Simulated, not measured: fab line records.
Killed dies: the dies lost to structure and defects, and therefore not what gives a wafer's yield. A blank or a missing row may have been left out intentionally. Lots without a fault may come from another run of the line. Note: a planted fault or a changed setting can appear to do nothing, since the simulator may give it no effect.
A lot that was struck, set against a sound lot -- flow nand harc -- 15 out of 1302 route steps
Sound: the wafers L282.2, L282.4, L282.5. The struck wafers were L278.3, L278.5, L278.6. The cause is named last.
Per side, at each step with rows, come the tool, then ch with its chambers, and then its first start. Under that, the readings that differ: sound wafers -- struck wafers -- difference of the means -- sigmas: that difference in standard deviations of wafers without a fault.
alike: readings whose means differ by less than 2 such deviations, and words and numbers that are the same on both sides. not compared: withheld readings, readings that some wafer has no value for, bounds like >300 that may hide the same value, and numbers for which the record gives no deviation and whose values overlap.
A row with sigmas, a row that says differs or no value, or rows on one side alone: a step with any of these is where the two part. When numbers do not overlap yet have no deviation, they are printed without sigmas and do not part them. A reading that every wafer of one side lacks parts them only if that side has two wafers or more.

first, 7 steps without rows for these wafers: NHARC_P_BONDPAD_COAT_36 (time 65 s); NHARC_P_BONDPAD_COAT_03 (resist thk 600 nm); NHARC_P_BONDPAD_SOFTBAKE_04 (time 70 s); NHARC_P_BONDPAD_EBR_05; NHARC_P_BONDPAD_EXPOSE_06 (exposes mask P BPAD); NHARC_P_BONDPAD_PEB_07 (peb time 80 s); NHARC_P_BONDPAD_DEVELOP_08 (time 50 s).
NHARC_P_BONDPAD_CD_MEAS_09: the cd target is 500 nm.
  sound on cd sem-03 ch 0, day 11 18:08; struck on cd sem-03 ch 0, day 9 21:42
  alike: cd nm
NHARC_P_BONDPAD_OVL_MEAS_38:
  struck on overlay-02, day 9 21:47; sound on overlay-01, day 11 18:13
  alike: overlay x nm, overlay y nm
then, 1 step without rows for these wafers: NHARC_P_BONDPAD_HARDBAKE_10 (time 65 s).
NHARC_P_BONDPAD_DESCUM_11: chemistry O2, time 3 s.
  sound on rie diel-01 ch 2,3, day 11 18:21; struck on rie diel-12 ch 0,2,3, day 9 21:55
  alike: drypump motor current A, mfc ar sccm, oes product au, rf vpp V, showerhead plenum p Torr, throttle valve pct
  not compared: rf hours counter h
NHARC_P_BONDPAD_ETCH_37: etches the open film in N2/H2, target depth 60 nm, overetch 18 nm, time 65.91 s.
  sound on rie diel-01 ch 0,2, day 11 18:26; struck on rie diel-12 ch 1,2, day 9 21:59
reading,sound,struck,difference,sigmas
rf fwd power W (W),395.9 393.2 393.9,399.8 395.0 398.9,+3.6,+2
showerhead plenum p Torr (Torr),2.04 2.18 2.18,1.90 1.91 1.90,-0.23,-3
  alike: drypump motor current A, h2 flow sccm, mfc ar sccm, oes product au, rf vpp V, throttle valve pct
  not compared: rf hours counter h
NHARC_P_BONDPAD_ETCH_12: etches the open film in CHF3/O2, target depth 200 nm, time 100 s.
  sound on rie diel-01 ch 0,3, day 11 18:31; struck on rie diel-12 ch 0,3, day 9 22:05
reading,sound,struck,difference,sigmas
oes product au (a.u.),0.916 0.922 0.938,1.210 1.210 1.211,+0.285,+14
rf fwd power W (W),500.4 496.3 494.4,698.4 697.7 694.9,+200.0,+99 or more
  alike: drypump motor current A, mfc ar sccm, rf vpp V, showerhead plenum p Torr, throttle valve pct
  not compared: rf hours counter h
NHARC_P_BONDPAD_CD_MEAS_13:
  struck on cd sem-02, day 9 22:14; sound on cd sem-03, day 11 18:40
reading,sound,struck,difference,sigmas
cd nm (nm),497.1 498.7 496.1,500.8 504.2 502.4,+5.2,+3
-- record jumps: 18 days between struck wafers' starts before vs after; left off in module P_BONDPAD, resumes in module END, first step shown is number 1302 of the route --
NHARC_END_SORT_01:
  sound on prober-01 ch 0, day 29 06:53; struck on prober-02 ch 0, day 27 15:06
  alike: defect limited yield, killed at array, killed at other, killed at periphery, killed dies, killed open, killed short

## WHERE THEY PART
Last at NHARC_P_BONDPAD_CD_MEAS_13 as far as this record goes, first at NHARC_P_BONDPAD_ETCH_37. Later steps at which nothing parts them and some readings are alike: NHARC_END_SORT_01.

WHY: what the simulator had put in
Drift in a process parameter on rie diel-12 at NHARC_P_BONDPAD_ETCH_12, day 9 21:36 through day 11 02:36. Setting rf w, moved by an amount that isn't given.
